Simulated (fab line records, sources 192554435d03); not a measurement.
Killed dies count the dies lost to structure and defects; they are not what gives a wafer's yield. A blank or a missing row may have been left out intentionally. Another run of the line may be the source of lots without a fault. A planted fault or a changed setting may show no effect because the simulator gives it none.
A lot that was struck, set against a sound lot	flow n5_finfet	16 out of 1938 route steps
Sound: these wafers, L777.3, L777.5, L777.6. Wafers struck: L783.1, L783.3, L783.6. The cause is named last.
Per side, at each step with rows, come the tool, then ch with its chambers, and then its first start. Under that, the readings that differ: sound wafers	struck wafers	difference of the means	sigmas: that difference in standard deviations of wafers without a fault.
alike: a reading whose means differ by less than 2 such deviations, as well as words and numbers matching on both sides. not compared: withheld readings; readings where some wafer has no value; bounds like >300 that might hide an equal value; numbers whose values overlap and for which the record gives no deviation.
A row with sigmas, a row that says differs or no value, or rows on one side alone: a step with any of these is where the two part. Numbers that don't overlap but have no deviation are shown without sigmas and don't part them. A reading missing from all wafers of one side parts the sides only when that side holds two or more wafers.

first, 10 steps without rows for these wafers: N5_BEOL_M1_DESCUM_33 (chemistry O2, time 7 s); N5_BEOL_M1_ETCH_77 (etches underlayer in N2/H2, target depth 6.5 nm, time 5.2 s); N5_BEOL_M1_ETCH_69 (etches SiARC in CF4, target depth 15.6 nm, time 26 s); N5_BEOL_M1_ALD_98 (deposits SiO2, target thk 2.5 nm, pulse time 1 s, co reactant pulse time 1 s); N5_BEOL_M1_ETCHBACK_99 (etches SiO2 in CHF3, target depth 5 nm, time 10.4 s); N5_BEOL_M1_ETCH_70 (etches SOC in N2/H2, target depth 80 nm, overetch 16 nm, time 120 s); N5_BEOL_M1_STRIP_71 (strips in N2/H2); N5_BEOL_M1_STRIP_78 (strips in N2/H2); N5_BEOL_M1_VIA_ETCH_34 (etches the open film in C4F6/O2, target depth 67.8 nm, time 64.4 s); N5_BEOL_M1_STRIP_83 (strips in C4F6/O2).
N5_BEOL_M1_STRIP_36: strips in N2/H2.
  sound on rie_diel-05 ch 2,3, day 6 17:44; struck on rie_diel-05 ch 0,1, day 8 10:50
  no value came back on the struck wafers for any of 7 readings (bias_power_w (W), chamber_pressure_mTorr (mTorr) and others); on the sound wafers bias_power_w (W) reads 6.975 6.969 6.997
reading	sound	struck	difference	sigmas
model.SOC_of_BEOL_M1_COAT_67.thk_nm (nm)	0 0 0	52.4 52.4 52.6	+52.5	
model.SiO2_of_BEOL_M1_ALD_98.thk_nm (nm)	0 0 0	2.4 2.6 2.4	+2.5	
  not compared: rf_hours_counter_h
then, 1 step without rows for these wafers: N5_BEOL_M1_TRENCH_ETCH_37 (etches SiOC in C4F6/O2, target depth 55.207 nm, time 29 s).
N5_BEOL_M1_ETCH_41: etches SiCN in CH3F/O2, target depth 31.9 nm, time 57.8 s.
  sound on rie_diel-05 ch 2,3; struck on rie_diel-05 ch 0,1, day 8 10:54
reading	sound	struck	difference	sigmas
model.SOC_of_BEOL_M1_COAT_67.thk_nm (nm)	0 0 0	34.2 34 34.4	+34.2	
  alike: O2_flow_sccm, drypump_motor_current_A, oes_product_au, rf_vpp_V, showerhead_plenum_p_Torr, throttle_valve_pct
  not compared: rf_hours_counter_h
then, 1 step without rows for these wafers: N5_BEOL_M1_STRIP_97 (strips in N2/H2, time 10 s).
N5_BEOL_M4_RC_MEAS_101:
  the record has rows for the sound wafers here (prober-02 ch 0, day 8 18:21) and none for the struck ones
-- here the record skips 7 days between the struck wafers' starts before and after, leaving off in module BEOL_M4 and picking up in module PASSIVATION (first step shown: number 1936 of the route) --
N5_PASSIVATION_PROBE_49:
  sound: prober-02 at day 13 04:45; struck: prober-01 at day 14 23:33
reading	sound	struck	difference	sigmas
defect_limited_yield (%)	87.6 90.6 90.0	0 0 0	-89	-60
killed_at_M0_to_M3	53 44 59	1117 1074 1058	+1031	+94
killed_at_front_end	50 27 26	47 65 74	+28	+2
killed_dies	146 111 118	1180 1180 1180	+1055	+59
killed_on_rim	19 21 16	152 152 152	+133	+28
sort_bin_5_function (%)	7.7 5.2 5.6	97.0 94.9 94.5	+89.3	+91
sort_n_pass	1034 1069 1062	0 0 0	-1055	-59
sort_yield_pct (%)	87.6 90.6 90.0	0 0 0	-89	-60
  alike: killed_at_M4_up, killed_at_contacts, killed_at_other, killed_open, killed_short, sort_bin_6_memory

## WHERE THEY PART
Last at N5_PASSIVATION_PROBE_49 as far as this record goes, first at N5_BEOL_M1_STRIP_36.

WHY: what the simulator had put in
Whole step skipped at N5_BEOL_M1_STRIP_36 on rie_diel-05, starting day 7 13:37. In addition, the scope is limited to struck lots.
